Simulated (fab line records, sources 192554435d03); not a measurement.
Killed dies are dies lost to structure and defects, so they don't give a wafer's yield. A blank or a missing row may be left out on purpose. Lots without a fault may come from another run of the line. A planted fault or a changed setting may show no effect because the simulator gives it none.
Which tool did it? | flow n5_finfet | 24 lots, 72 wafers sampled, at 6 steps of a route of 1938

WHAT THE GAUGES READ, wafer by wafer
The record holds no reading of a measuring or inspecting step that can be judged against a usual standard deviation.

WHICH TOOL RAN EACH LOT (tool, then ch and the chambers of the sampled wafers, then the start)
lot  | N5_BEOL_M4_PRE_CLEAN_45      | N5_BEOL_M4_ALD_84                   | N5_BEOL_M4_SURFACE_TREAT_85  | N5_BEOL_M4_ANNEAL_91         | N5_BEOL_M5_STRIP_19                | N5_BEOL_M5_ETCH_67
L074 | pvd_sputter-01, day 7 17:50  | ald_metal-04 ch 0,1,2, day 7 17:54  | pvd_sputter-03, day 7 18:13  | pvd_sputter-01, day 7 19:37  | rie_diel-01 ch 0,2,3, day 8 00:49  | rie_diel-01 ch 0,1, day 8 01:29
L075 | pvd_sputter-03, day 7 18:17  | ald_metal-01 ch 0,1,2, day 7 18:22  | pvd_sputter-03, day 7 18:40  | pvd_sputter-03, day 7 20:09  | rie_diel-03 ch 0,1, day 8 01:30    | rie_diel-03 ch 0,2,3, day 8 02:04
L076 | pvd_sputter-03, day 8 07:58  | ald_metal-03 ch 0,2, day 8 08:02    | pvd_sputter-03, day 8 08:22  | pvd_sputter-01, day 8 09:58  | rie_diel-04 ch 1,2,3, day 8 15:11  | rie_diel-04 ch 0,1,3, day 8 15:52
L077 | pvd_sputter-03, day 8 11:04  | ald_metal-04 ch 2,3, day 8 11:08    | pvd_sputter-02, day 8 11:22  | pvd_sputter-01, day 8 12:49  | rie_diel-01 ch 1,2, day 8 17:59    | rie_diel-04 ch 0,1,3, day 8 18:54
L078 | pvd_sputter-01, day 8 20:26  | ald_metal-03 ch 2,3, day 8 20:29    | pvd_sputter-02, day 8 20:50  | pvd_sputter-03, day 8 23:16  | rie_diel-04 ch 0,1,3, day 9 04:17  | rie_diel-01 ch 1,2,3, day 9 04:58
L080 | pvd_sputter-03, day 9 00:44  | ald_metal-03 ch 0,2,3, day 9 00:47  | pvd_sputter-03, day 9 01:04  | pvd_sputter-01, day 9 02:31  | rie_diel-03 ch 0,2,3, day 9 07:29  | rie_diel-01 ch 2,3, day 9 08:50
L079 | pvd_sputter-01, day 9 03:50  | ald_metal-01 ch 0,2,3, day 9 04:00  | pvd_sputter-01, day 9 04:17  | pvd_sputter-01, day 9 06:02  | rie_diel-03 ch 2,3, day 9 10:50    | rie_diel-04 ch 0,2,3, day 9 12:15
L081 | pvd_sputter-01, day 9 09:48  | ald_metal-01 ch 0,3, day 9 09:55    | pvd_sputter-02, day 9 10:10  | pvd_sputter-02, day 9 11:35  | rie_diel-04 ch 1,2,3, day 9 17:21  | rie_diel-03 ch 0,2,3, day 9 18:13
L082 | pvd_sputter-02, day 9 13:09  | ald_metal-01 ch 0,2,3, day 9 13:18  | pvd_sputter-02, day 9 13:33  | pvd_sputter-03, day 9 15:22  | rie_diel-01 ch 0,2,3, day 9 19:48  | rie_diel-01 ch 0,2,3, day 9 20:25
L083 | pvd_sputter-02, day 10 02:42 | ald_metal-01 ch 0,1,3, day 10 02:47 | pvd_sputter-01, day 10 03:16 | pvd_sputter-01, day 10 04:56 | rie_diel-01 ch 2,3, day 10 09:50   | rie_diel-03 ch 1,2, day 10 10:31
L084 | pvd_sputter-01, day 10 10:24 | ald_metal-01 ch 2,3, day 10 10:28   | pvd_sputter-02, day 10 10:52 | pvd_sputter-02, day 10 12:19 | rie_diel-03 ch 0,1, day 10 17:58   | rie_diel-03 ch 2,3, day 10 20:16
L086 | pvd_sputter-01, day 10 13:44 | ald_metal-03 ch 1,2,3, day 10 13:58 | pvd_sputter-01, day 10 14:18 | pvd_sputter-02, day 10 15:46 | rie_diel-01 ch 0,1,2, day 10 21:01 | rie_diel-01 ch 1,2,3, day 10 21:42
L085 | pvd_sputter-02, day 10 16:56 | ald_metal-04 ch 0,1,2, day 10 17:00 | pvd_sputter-03, day 10 17:15 | pvd_sputter-01, day 10 18:40 | rie_diel-04 ch 0,1,3, day 11 00:33 | rie_diel-01 ch 0,2,3, day 11 01:37
L087 | pvd_sputter-02, day 11 02:59 | ald_metal-04 ch 0,2,3, day 11 03:03 | pvd_sputter-02, day 11 03:25 | pvd_sputter-02, day 11 04:54 | rie_diel-03 ch 0,2,3, day 11 10:13 | rie_diel-04 ch 0,1,2, day 11 10:49
L088 | pvd_sputter-01, day 11 10:52 | ald_metal-04 ch 0,1, day 11 10:55   | pvd_sputter-03, day 11 11:09 | pvd_sputter-03, day 11 12:33 | rie_diel-04 ch 1,3, day 11 21:20   | rie_diel-04 ch 0,1,3, day 11 23:13
L089 | pvd_sputter-02, day 11 13:37 | ald_metal-04 ch 0,3, day 11 13:44   | pvd_sputter-03, day 11 14:02 | pvd_sputter-03, day 11 15:39 | rie_diel-04 ch 0,1,3, day 11 21:26 | rie_diel-01 ch 0,1,2, day 11 23:23
L090 | pvd_sputter-03, day 11 13:59 | ald_metal-03 ch 0,2,3, day 11 14:03 | pvd_sputter-03, day 11 14:26 | pvd_sputter-02, day 11 15:55 | rie_diel-03 ch 1,2,3, day 11 21:28 | rie_diel-03 ch 1,2, day 11 23:27
L091 | pvd_sputter-02, day 12 06:02 | ald_metal-04 ch 0,1,3, day 12 06:08 | pvd_sputter-02, day 12 06:31 | pvd_sputter-02, day 12 07:58 | rie_diel-04 ch 2,3, day 12 13:08   | rie_diel-03 ch 0,1,3, day 12 13:51
L092 | pvd_sputter-01, day 12 09:31 | ald_metal-04 ch 0,1,2, day 12 09:35 | pvd_sputter-02, day 12 09:50 | pvd_sputter-03, day 12 11:14 | rie_diel-04 ch 0,2,3, day 12 16:27 | rie_diel-04 ch 0,1,2, day 12 18:10
L093 | pvd_sputter-03, day 12 12:44 | ald_metal-04 ch 0,1, day 12 12:48   | pvd_sputter-03, day 12 13:05 | pvd_sputter-02, day 12 14:49 | rie_diel-03 ch 0,2,3, day 12 20:34 | rie_diel-01 ch 0,2, day 12 23:25
L094 | pvd_sputter-01, day 12 15:44 | ald_metal-01 ch 0,1,3, day 12 15:48 | pvd_sputter-02, day 12 16:04 | pvd_sputter-01, day 12 17:34 | rie_diel-04 ch 0,1,2, day 13 01:23 | rie_diel-01 ch 1,2,3, day 13 03:26
L095 | pvd_sputter-01, day 12 21:13 | ald_metal-04 ch 0,2,3, day 12 21:17 | pvd_sputter-01, day 12 21:34 | pvd_sputter-01, day 12 23:07 | rie_diel-04 ch 0,2, day 13 04:54   | rie_diel-01 ch 0,1,2, day 13 05:28
L096 | pvd_sputter-03, day 13 08:40 | ald_metal-03 ch 1,2,3, day 13 08:44 | pvd_sputter-03, day 13 09:17 | pvd_sputter-01, day 13 10:47 | rie_diel-03 ch 0,1,3, day 13 16:39 | rie_diel-03 ch 0,1,3, day 13 17:26
L097 | pvd_sputter-02, day 13 12:14 | ald_metal-03 ch 0,2,3, day 13 12:17 | pvd_sputter-01, day 13 12:32 | pvd_sputter-02, day 13 14:04 | rie_diel-04 ch 0,2,3, day 13 18:23 | rie_diel-03 ch 0,1,3, day 13 18:56
- N5_BEOL_M4_PRE_CLEAN_45: time 30 s.
- N5_BEOL_M4_ALD_84: deposits TaN, pulse time 2 s, purge time 3 s, co reactant purge time 2 s.
- N5_BEOL_M4_SURFACE_TREAT_85
- N5_BEOL_M4_ANNEAL_91: time 240 s.
- N5_BEOL_M5_STRIP_19: strips in O2.
- N5_BEOL_M5_ETCH_67: etches SiARC in CF4, target depth 15.6 nm, time 26 s.

WHAT THE TOOLS THEMSELVES READ (means of the sampled wafers that have a number; where no wafer has one, the mark that the record gives instead)
N5_BEOL_M4_PRE_CLEAN_45. Usual: heater_power_w 319 W, standard deviation 21.
lot  | tool           | heater_power_w (W) | flag
L074 | pvd_sputter-01 | 327                |
L075 | pvd_sputter-03 | 353                |
L076 | pvd_sputter-03 | 333                |
L077 | pvd_sputter-03 | 323                |
L078 | pvd_sputter-01 | 315                |
L080 | pvd_sputter-03 | 318                |
L079 | pvd_sputter-01 | 319                |
L081 | pvd_sputter-01 | 319                |
L082 | pvd_sputter-02 | 303                |
L083 | pvd_sputter-02 | 300                |
L084 | pvd_sputter-01 | 321                |
L086 | pvd_sputter-01 | 310                |
L085 | pvd_sputter-02 | 301                |
L087 | pvd_sputter-02 | 300                |
L088 | pvd_sputter-01 | 325                |
L089 | pvd_sputter-02 | 302                |
L090 | pvd_sputter-03 | 298                |
L091 | pvd_sputter-02 | 303                |
L092 | pvd_sputter-01 | 322                |
L093 | pvd_sputter-03 | 313                |
L094 | pvd_sputter-01 | 320                |
L095 | pvd_sputter-01 | 315                |
L096 | pvd_sputter-03 | 322                |
L097 | pvd_sputter-02 | 301                |

N5_BEOL_M4_ALD_84. Usual: chamber_pressure_Torr 3.001 Torr, standard deviation 0.0067; heater_power_w 427 W, standard deviation 26.
lot  | tool         | chamber_pressure_Torr (Torr) | heater_power_w (W) | flag
L074 | ald_metal-04 | 3.000                        | 427                |
L075 | ald_metal-01 | 3.001                        | 429                |
L076 | ald_metal-03 | 2.998                        | 413                |
L077 | ald_metal-04 | 3.009                        | 439                |
L078 | ald_metal-03 | 3.000                        | 421                |
L080 | ald_metal-03 | 2.999                        | 410                |
L079 | ald_metal-01 | 2.998                        | 433                |
L081 | ald_metal-01 | 2.995                        | 449                |
L082 | ald_metal-01 | 2.997                        | 433                |
L083 | ald_metal-01 | 3.005                        | 444                |
L084 | ald_metal-01 | 2.999                        | 426                |
L086 | ald_metal-03 | 3.005                        | 406                |
L085 | ald_metal-04 | 3.005                        | 425                |
L087 | ald_metal-04 | 3.005                        | 433                |
L088 | ald_metal-04 | 3.000                        | 420                |
L089 | ald_metal-04 | 3.004                        | 426                |
L090 | ald_metal-03 | 3.000                        | 413                |
L091 | ald_metal-04 | 3.006                        | 440                |
L092 | ald_metal-04 | 3.011                        | 424                |
L093 | ald_metal-04 | 3.005                        | 427                |
L094 | ald_metal-01 | 2.999                        | 445                |
L095 | ald_metal-04 | 3.005                        | 438                |
L096 | ald_metal-03 | 2.998                        | 404                |
L097 | ald_metal-03 | 3.000                        | 413                |

N5_BEOL_M4_ANNEAL_91. Usual: heater_power_w 792 W, standard deviation 55.
lot  | tool           | heater_power_w (W) | flag
L074 | pvd_sputter-01 | 824                |
L075 | pvd_sputter-03 | 847                |
L076 | pvd_sputter-01 | 801                |
L077 | pvd_sputter-01 | 771                |
L078 | pvd_sputter-03 | 748                |
L080 | pvd_sputter-01 | 788                |
L079 | pvd_sputter-01 | 788                |
L081 | pvd_sputter-02 | 773                |
L082 | pvd_sputter-03 | 799                |
L083 | pvd_sputter-01 | 805                |
L084 | pvd_sputter-02 | 768                |
L086 | pvd_sputter-02 | 760                |
L085 | pvd_sputter-01 | 818                |
L087 | pvd_sputter-02 | 777                |
L088 | pvd_sputter-03 | 757                |
L089 | pvd_sputter-03 | 872                |
L090 | pvd_sputter-02 | 791                |
L091 | pvd_sputter-02 | 746                |
L092 | pvd_sputter-03 | 821                |
L093 | pvd_sputter-02 | 760                |
L094 | pvd_sputter-01 | 799                |
L095 | pvd_sputter-01 | 831                |
L096 | pvd_sputter-01 | 825                |
L097 | pvd_sputter-02 | 799                |

N5_BEOL_M5_STRIP_19. Usual: drypump_motor_current_A 5.7 A, standard deviation 0.43; oes_product_au 0.76 a.u., standard deviation 0.095; rf_vpp_V 3.6 V, standard deviation 0.5; showerhead_plenum_p_Torr 2.09 Torr, standard deviation 0.067; throttle_valve_pct 16.81 %, standard deviation 0.28.
lot  | tool        | drypump_motor_current_A (A) | oes_product_au (a.u.) | rf_vpp_V (V) | showerhead_plenum_p_Torr (Torr) | throttle_valve_pct (%) | flag
L074 | rie_diel-01 | 5.8                         | 0.71                  | 3.1          | 2.10                            | 16.95                  |
L075 | rie_diel-03 | 5.7                         | 0.74                  | 3.7          | 2.14                            | 16.92                  |
L076 | rie_diel-04 | 5.9                         | 0.81                  | 3.2          | 2.11                            | 16.68                  |
L077 | rie_diel-01 | 6.1                         | 0.83                  | 3.8          | 2.12                            | 16.43                  |
L078 | rie_diel-04 | 5.6                         | 0.79                  | 3.5          | 2.05                            | 16.85                  |
L080 | rie_diel-03 | 5.5                         | 0.73                  | 2.8          | 2.13                            | 16.95                  |
L079 | rie_diel-03 | 5.3                         | 0.74                  | 2.9          | 2.13                            | 16.98                  |
L081 | rie_diel-04 | 6.0                         | 0.80                  | 3.7          | 2.11                            | 16.70                  |
L082 | rie_diel-01 | 5.8                         | 0.82                  | 4.0          | 2.10                            | 16.79                  |
L083 | rie_diel-01 | 6.1                         | 0.71                  | 3.6          | 2.07                            | 16.88                  |
L084 | rie_diel-03 | 5.7                         | 0.72                  | 3.5          | 2.15                            | 16.96                  |
L086 | rie_diel-01 | 5.9                         | 0.85                  | 3.9          | 2.12                            | 16.63                  |
L085 | rie_diel-04 | 5.6                         | 0.77                  | 3.4          | 2.04                            | 16.88                  |
L087 | rie_diel-03 | 5.4                         | 0.72                  | 3.5          | 2.12                            | 17.00                  |
L088 | rie_diel-04 | 6.0                         | 0.77                  | 3.7          | 2.07                            | 16.97                  |
L089 | rie_diel-04 | 5.6                         | 0.76                  | 3.5          | 2.04                            | 16.89                  |
L090 | rie_diel-03 | 5.5                         | 0.71                  | 4.0          | 2.09                            | 16.99                  |
L091 | rie_diel-04 | 5.8                         | 0.70                  | 3.6          | 2.14                            | 16.76                  |
L092 | rie_diel-04 | 5.5                         | 0.69                  | 4.2          | 2.08                            | 16.92                  |
L093 | rie_diel-03 | 5.5                         | 0.71                  | 3.8          | 2.12                            | 17.02                  |
L094 | rie_diel-04 | 5.5                         | 0.75                  | 3.7          | 2.07                            | 16.65                  |
L095 | rie_diel-04 | 5.0                         | 0.67                  | 3.3          | 2.05                            | 16.84                  |
L096 | rie_diel-03 | 5.5                         | 0.71                  | 3.9          | 2.15                            | 17.01                  |
L097 | rie_diel-04 | 5.4                         | 0.79                  | 3.9          | 2.08                            | 16.79                  |

N5_BEOL_M5_ETCH_67. Usual: drypump_motor_current_A 5.7 A, standard deviation 0.41; etch_rf_on_time_s 26.1 s, standard deviation 0.56; oes_product_au 0.65 a.u., standard deviation 0.077; rf_vpp_V 184.0 V, standard deviation 1.1; showerhead_plenum_p_Torr 2.13 Torr, standard deviation 0.061; throttle_valve_pct 15.72 %, standard deviation 0.25.
lot  | tool        | drypump_motor_current_A (A) | etch_rf_on_time_s (s) | oes_product_au (a.u.) | rf_vpp_V (V) | showerhead_plenum_p_Torr (Torr) | throttle_valve_pct (%) | flag
L074 | rie_diel-01 | 5.5                         | 26.1                  | 0.64                  | 184.3        | 2.19                            | 15.78                  |
L075 | rie_diel-03 | 5.4                         | 25.9                  | 0.64                  | 184.9        | 2.17                            | 15.87                  |
L076 | rie_diel-04 | 5.6                         | 25.7                  | 0.68                  | 184.0        | 2.09                            | 15.76                  |
L077 | rie_diel-04 | 5.6                         | 25.6                  | 0.69                  | 183.9        | 2.09                            | 15.77                  |
L078 | rie_diel-01 | 6.0                         | 26.0                  | 0.66                  | 183.5        | 2.12                            | 15.53                  |
L080 | rie_diel-01 | 6.1                         | 26.7                  | 0.62                  | 183.5        | 2.10                            | 15.71                  |
L079 | rie_diel-04 | 5.5                         | 26.2                  | 0.60                  | 183.9        | 2.12                            | 15.75                  |
L081 | rie_diel-03 | 5.5                         | 26.3                  | 0.62                  | 183.7        | 2.17                            | 15.90                  |
L082 | rie_diel-01 | 5.7                         | 25.9                  | 0.70                  | 184.0        | 2.12                            | 15.66                  |
L083 | rie_diel-03 | 5.6                         | 26.2                  | 0.63                  | 184.0        | 2.09                            | 15.90                  |
L084 | rie_diel-03 | 5.4                         | 25.9                  | 0.63                  | 184.9        | 2.11                            | 15.95                  |
L086 | rie_diel-01 | 6.0                         | 26.2                  | 0.65                  | 184.6        | 2.11                            | 15.56                  |
L085 | rie_diel-01 | 5.8                         | 25.9                  | 0.68                  | 183.7        | 2.12                            | 15.68                  |
L087 | rie_diel-04 | 5.5                         | 25.9                  | 0.66                  | 184.1        | 2.12                            | 15.54                  |
L088 | rie_diel-04 | 5.6                         | 25.7                  | 0.66                  | 183.7        | 2.08                            | 15.81                  |
L089 | rie_diel-01 | 5.8                         | 25.5                  | 0.71                  | 184.0        | 2.16                            | 15.55                  |
L090 | rie_diel-03 | 5.6                         | 26.1                  | 0.62                  | 183.4        | 2.08                            | 15.94                  |
L091 | rie_diel-03 | 5.6                         | 26.3                  | 0.61                  | 184.3        | 2.19                            | 15.90                  |
L092 | rie_diel-04 | 5.5                         | 25.7                  | 0.65                  | 184.2        | 2.11                            | 15.55                  |
L093 | rie_diel-01 | 5.9                         | 25.8                  | 0.66                  | 184.1        | 2.14                            | 15.72                  |
L094 | rie_diel-01 | 6.0                         | 26.4                  | 0.63                  | 183.6        | 2.11                            | 15.59                  |
L095 | rie_diel-01 | 5.9                         | 25.7                  | 0.70                  | 184.5        | 2.16                            | 15.57                  |
L096 | rie_diel-03 | 5.5                         | 26.4                  | 0.60                  | 184.3        | 2.18                            | 15.92                  |
L097 | rie_diel-03 | 5.5                         | 26.2                  | 0.60                  | 184.2        | 2.18                            | 15.92                  |

THE ANSWER, worked out from the rows above alone
Rule: a lot is off if the mean of its wafers that have a number lies more than 3 standard deviations from the usual mean. A lot without any number at a reading at which 4 lots or more have one is off too. The other lots that the step has rows for count as sound. The gauges are gone through in route order, then the tools' own readings, and for those a lot's mean is taken as printed above. The first step at which some lot is off is used, and at that step the reading that is off furthest; a lot without a number counts as furthest.
No lot is off at any reading shown: from this, nothing can be told.

WHAT THE SIMULATOR HAD PUT IN
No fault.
